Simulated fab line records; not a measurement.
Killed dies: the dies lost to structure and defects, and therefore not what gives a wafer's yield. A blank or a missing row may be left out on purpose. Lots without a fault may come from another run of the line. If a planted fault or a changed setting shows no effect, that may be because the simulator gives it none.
Chamber matching	flow n5Finfet	rieDiel-04 running N5_DUMMY_GATE_ETCH_31: 4 sister chambers
The step etches SiO2 in C4F6/O2, target depth 82.5 nm, time 27.5 s. 18 wafers are shown with their chamber, then 9 later ones without.

## WAFERS, EACH WITH ITS CHAMBER
wafer	chamber	throttleValvePct (%)	drypumpMotorCurrentA (A)	showerheadPlenumPTorr (Torr)
L077.1	1	21.28	6.3	2.94
L077.2	3	21.37	5.9	2.94
L077.5	3	21.36	5.9	2.94
L078.2	1	21.29	6.3	2.94
L078.5	1	21.28	6.3	2.94
L078.6	0	21.32	5.6	2.95
L079.3	0	21.34	5.6	2.95
L079.4	3	21.35	5.9	2.94
L079.5	1	21.28	6.3	2.93
L081.2	3	21.36	5.9	2.94
L081.4	1	21.29	6.3	2.93
L081.5	1	21.30	6.3	2.93
L091.1	2	20.49	6.2	2.77
L091.2	3	21.38	5.9	2.93
L091.3	1	21.32	6.3	2.92
L093.2	0	21.36	5.7	2.94
L093.3	1	21.32	6.3	2.92
L093.4	2	20.51	6.2	2.77

SIGNATURES, as means of the wafers listed above
reading	chamber 0	chamber 1	chamber 2	chamber 3	scatter within a chamber
throttleValvePct	21.3400	21.2950	20.5000	21.3640	0.0159
drypumpMotorCurrentA	5.633	6.300	6.200	5.900	0.0218
showerheadPlenumPTorr	2.9467	2.9312	2.7700	2.9380	0.00673
Rule: for each reading, subtract the chamber's mean from the wafer's reading, divide by that reading's scatter and square the result; add these up over the readings and take the root, which gives the wafer's distance from the chamber. The wafer belongs to the nearest chamber; if the next one is less than 2 further off, it can't be placed. How the scatter is found: for the shown wafers, subtract from each reading the mean of its chamber, square and add these, divide the total by (wafers less chambers), then take the root.

## WAFERS WITHOUT THEIR CHAMBER
wafer	throttleValvePct (%)	drypumpMotorCurrentA (A)	showerheadPlenumPTorr (Torr)
L094.1	20.50	6.2	2.77
L094.5	21.39	5.9	2.93
L094.6	21.37	5.6	2.94
L095.2	21.34	6.3	2.92
L095.3	21.40	5.9	2.93
L095.4	20.50	6.2	2.77
L097.2	21.36	5.6	2.93
L097.4	21.32	6.3	2.92
L097.5	21.35	5.7	2.93

## EACH ONE'S CHAMBER
wafer	from the rows above	in truth
L094.1	2	2
L094.5	3	3
L094.6	0	0
L095.2	1	1
L095.3	3	3
L095.4	2	2
L097.2	0	0
L097.4	1	1
L097.5	0	0
9 of 9 placed correctly. From these rows, 0 cannot be placed. 0 placed wrongly.
